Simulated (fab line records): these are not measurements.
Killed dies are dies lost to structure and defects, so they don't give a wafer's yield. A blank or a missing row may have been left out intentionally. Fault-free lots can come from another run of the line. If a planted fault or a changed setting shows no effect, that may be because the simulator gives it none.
Matching of chambers | flow n5 finfet | rie diel-01 running N5_BEOL_M2_ETCH_70: 4 sister chambers
The step etches SOC in N2/H2, target depth 80 nm, overetch 24 nm, time 130 s. 4 wafers are shown with their chamber, then 6 later ones without.

## WAFERS PAIRED WITH THEIR CHAMBERS
wafer  | chamber | showerhead plenum p Torr (Torr)
L630.2 | 2       | 2.59
L632.3 | 0       | 2.56
L632.4 | 3       | 2.56
L632.6 | 1       | 2.45

## WAFERS WITHOUT THEIR CHAMBER
wafer  | showerhead plenum p Torr (Torr)
L631.2 | 2.55
L631.3 | 2.45
L631.4 | 2.59
L638.2 | 2.59
L638.4 | 2.55
L638.5 | 2.55

## EACH ONE'S CHAMBER
wafer  | from the rows above     | in truth
L631.2 | can't be placed: 0 or 3 | 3
L631.3 | 1                       | 1
L631.4 | 2                       | 2
L638.2 | 2                       | 2
L638.4 | can't be placed: 0 or 3 | 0
L638.5 | can't be placed: 0 or 3 | 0
3 of 6 placed correctly. From these rows, 3 cannot be placed; in 3 the true chamber is one of the candidates. 0 placed wrongly.
How it was worked out, from the rows above alone: a wafer's distance from a chamber is the root of the sum, over the readings, of the square of ((its reading less the chamber's mean) divided by the reading's scatter). If the next closest chamber is less than 2 further off than the closest, the wafer can't be placed; otherwise it belongs to the closest. The mean given for a chamber averages the wafers shown for that chamber. The scatter (one wafer shown for each chamber): square how far every hidden wafer sits from the nearest shown wafer, average those squares and take the square root.
